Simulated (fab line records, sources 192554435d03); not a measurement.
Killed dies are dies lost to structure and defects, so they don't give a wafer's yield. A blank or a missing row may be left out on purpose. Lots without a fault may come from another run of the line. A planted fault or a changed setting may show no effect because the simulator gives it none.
Chamber matching | flow n5_finfet | N5_MOL_CONTACT_COAG_STRIP_98 on rie_diel-03: 4 sister chambers
The step strips in N2/H2. 4 wafers are shown with their chamber, then 7 later ones without.

WAFERS WITH THEIR CHAMBER
wafer  | chamber | showerhead_plenum_p_Torr (Torr)
L086.1 | 1       | 3.45
L086.6 | 3       | 3.48
L091.1 | 2       | 3.24
L091.2 | 0       | 3.21

WAFERS WITHOUT THEIR CHAMBER
wafer  | showerhead_plenum_p_Torr (Torr)
L091.6 | 3.24
L093.1 | 3.45
L093.2 | 3.47
L093.3 | 3.23
L093.4 | 3.21
L093.5 | 3.23
L093.6 | 3.45

WHICH CHAMBER EACH WENT THROUGH
wafer  | from the rows above     | in truth
L091.6 | 2                       | 2
L093.1 | 1                       | 1
L093.2 | can't be placed: 3 or 1 | 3
L093.3 | can't be placed: 2 or 0 | 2
L093.4 | 0                       | 0
L093.5 | can't be placed: 2 or 0 | 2
L093.6 | 1                       | 1
Placed correctly: 4 of 7. Can't be placed from these rows: 3 (the true chamber is among the candidates in 3). Placed wrongly: 0.
How it was worked out, from the rows above alone: a wafer's distance from a chamber is the root of the sum, over the readings, of the square of ((its reading less the chamber's mean) divided by the reading's scatter). The wafer belongs to the nearest chamber; if the next one is less than 2 further off, it can't be placed. A chamber's mean is the mean of its shown wafers. The scatter: with one shown wafer a chamber, the root of the mean of the squares of how far each hidden wafer lies from its nearest shown one.
